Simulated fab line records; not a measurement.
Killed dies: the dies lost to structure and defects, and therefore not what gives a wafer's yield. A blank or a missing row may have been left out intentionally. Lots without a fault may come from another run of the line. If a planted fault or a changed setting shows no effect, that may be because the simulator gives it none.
Matching of chambers + flow n5_finfet + cmp-02 running N5_GATE_CUT_CMP_61: 4 sister chambers
The step polishes, stops on SiNx, t overpolish 3 s. 4 wafers are shown with their chamber, then 12 later ones without.

WAFERS PAIRED WITH THEIR CHAMBERS
| wafer  | chamber | motor_current_A (A) |
|--------|---------|---------------------|
| L086.2 | 3       | 11.4                |
| L088.6 | 1       | 12.3                |
| L092.2 | 2       | 11.3                |
| L092.6 | 0       | 13.0                |

WAFERS WHOSE CHAMBER IS MISSING
| wafer  | motor_current_A (A) |
|--------|---------------------|
| L092.3 | 11.2                |
| L092.4 | 12.4                |
| L092.5 | 12.0                |
| L095.1 | 12.4                |
| L095.2 | 11.7                |
| L095.4 | 12.8                |
| L096.2 | 13.0                |
| L096.3 | 11.2                |
| L096.5 | 11.3                |
| L097.1 | 12.6                |
| L097.3 | 11.4                |
| L097.5 | 12.4                |

CHAMBER TAKEN BY EACH
| wafer  | from the rows above          | in truth                   |
|--------|------------------------------|----------------------------|
| L092.3 | can't be placed: 2 or 3      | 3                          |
| L092.4 | 1                            | 1                          |
| L092.5 | can't be placed: 1 or 3      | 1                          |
| L095.1 | 1                            | 1                          |
| L095.2 | can't be placed: 3 or 2 or 1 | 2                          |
| L095.4 | can't be placed: 0 or 1      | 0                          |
| L096.2 | 0                            | 0                          |
| L096.3 | can't be placed: 2 or 3      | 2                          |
| L096.5 | can't be placed: 2 or 3      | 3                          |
| L097.1 | can't be placed: 1 or 0      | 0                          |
| L097.3 | can't be placed: 3 or 2      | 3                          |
| L097.5 | 1                            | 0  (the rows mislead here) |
Correctly placed: 3 of 12. Not placeable from these rows: 8 (in 8, the candidates include the true chamber). Wrongly placed: 1.
How it was worked out, from the rows above alone: a wafer's distance from a chamber is the root of the sum, over the readings, of the square of ((its reading less the chamber's mean) divided by the reading's scatter). If the next closest chamber is less than 2 further off than the closest, the wafer can't be placed; otherwise it belongs to the closest. The mean given for a chamber averages the wafers shown for that chamber. The scatter: root of mean squared gap, hidden wafer to nearest shown wafer, with one shown wafer a chamber.
